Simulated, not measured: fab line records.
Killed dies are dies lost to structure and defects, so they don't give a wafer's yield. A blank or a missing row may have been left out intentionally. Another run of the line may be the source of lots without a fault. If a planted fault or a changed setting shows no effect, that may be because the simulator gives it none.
Chamber matching ; flow n5Finfet ; pecvd-03 running N5_BEOL_M5_DEP_56: 3 sister chambers
The step deposits SiCN from 3MS/NH3, target thk 8 nm, time 14 s. 3 wafers are shown with their chamber, then 12 later ones without.

== WAFERS WITH THEIR CHAMBER ==
wafer;chamber;throttleValvePct (%)
L087.2;2;8.9
L087.3;1;9.6
L087.4;0;9.0

== WAFERS WITHOUT THEIR CHAMBER ==
wafer;throttleValvePct (%)
L088.1;8.6
L088.3;9.6
L088.5;9.5
L089.2;8.8
L089.4;8.8
L089.5;8.7
L097.2;8.9
L097.4;9.7
L097.6;8.8
L093.1;9.0
L093.2;9.9
L093.4;9.2

== WHICH CHAMBER EACH WENT THROUGH ==
wafer;from the rows above;in truth
L088.1;can't be placed: 2 or 0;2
L088.3;1;1
L088.5;1;1
L089.2;can't be placed: 2 or 0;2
L089.4;can't be placed: 2 or 0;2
L089.5;can't be placed: 2 or 0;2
L097.2;can't be placed: 2 or 0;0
L097.4;1;1
L097.6;can't be placed: 2 or 0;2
L093.1;can't be placed: 0 or 2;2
L093.2;1;1
L093.4;can't be placed: 0 or 2 or 1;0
Correctly placed: 4 of 12. Unplaceable from these rows: 8, with the true chamber sitting among the candidates in 8. Number placed wrongly: 0.
How it was worked out, from the rows above alone: a wafer's distance from a chamber is the root of the sum, over the readings, of the square of ((its reading less the chamber's mean) divided by the reading's scatter). The wafer belongs to the nearest chamber; if the next one is less than 2 further off, it can't be placed. The mean given for a chamber averages the wafers shown for that chamber. The scatter: root of mean squared gap, hidden wafer to nearest shown wafer, with one shown wafer a chamber.
